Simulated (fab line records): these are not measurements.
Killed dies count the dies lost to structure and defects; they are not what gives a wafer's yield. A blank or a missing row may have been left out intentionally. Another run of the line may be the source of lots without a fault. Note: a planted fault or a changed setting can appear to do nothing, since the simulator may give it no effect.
Which tool is to blame? + flow nandHarc + 33 wafers sampled from 11 lots at 1 step of a route of 1302

== WHAT THE GAUGES SHOWED, per wafer ==
NHARC_A_ONON_D1_THK_MEAS_11: measures by ellipsometry.
| lot  | measured     | on           | thkNm (nm)     |
|------|--------------|--------------|----------------|
| L077 | day 8 17:03  | filmMetro-02 | 1010 1010 1010 |
| L076 | day 8 17:11  | filmMetro-02 | 993 995 994    |
| L078 | day 9 21:44  | filmMetro-01 | 1002 1004 1005 |
| L081 | day 10 15:31 | filmMetro-01 | 996 997 997    |
| L082 | day 11 08:49 | filmMetro-01 | 988 989 989    |
| L085 | day 12 07:25 | filmMetro-01 | 988 987 986    |
| L089 | day 13 20:13 | filmMetro-02 | 1011 1013 1014 |
| L091 | day 14 22:34 | filmMetro-02 | 1002 1002 1001 |
| L092 | day 15 14:08 | filmMetro-02 | 1016 1016 1017 |
| L094 | day 16 11:02 | filmMetro-02 | 1001 1004 1002 |
| L095 | day 16 23:55 | filmMetro-01 | 1004 1006 1005 |

== TOOL THAT RAN EACH LOT (tool first, then ch and the chambers of the sampled wafers, then the start) ==
The record holds no process step before these readings.

== THE ANSWER, worked out from the rows above alone ==
Rule: the lots themselves supply what counts as usual. The widest of any qualifying gaps counts: lots, ordered by their means at a reading, are off when they make up no more than a third of the lots, leave a main group of 4 or more, and stand apart from it by 3 or more times the standard deviation of that group's means. If all means in a main group match to the digits the tables above print for the reading, that group is not used. Also off: a lot with no number at a reading for which 4 or more lots have one. Where the step has rows for the other lots, those lots are counted as sound.
Nothing can be told from this: no lot is off at any reading shown.

== WHAT THE SIMULATOR HAD PUT IN ==
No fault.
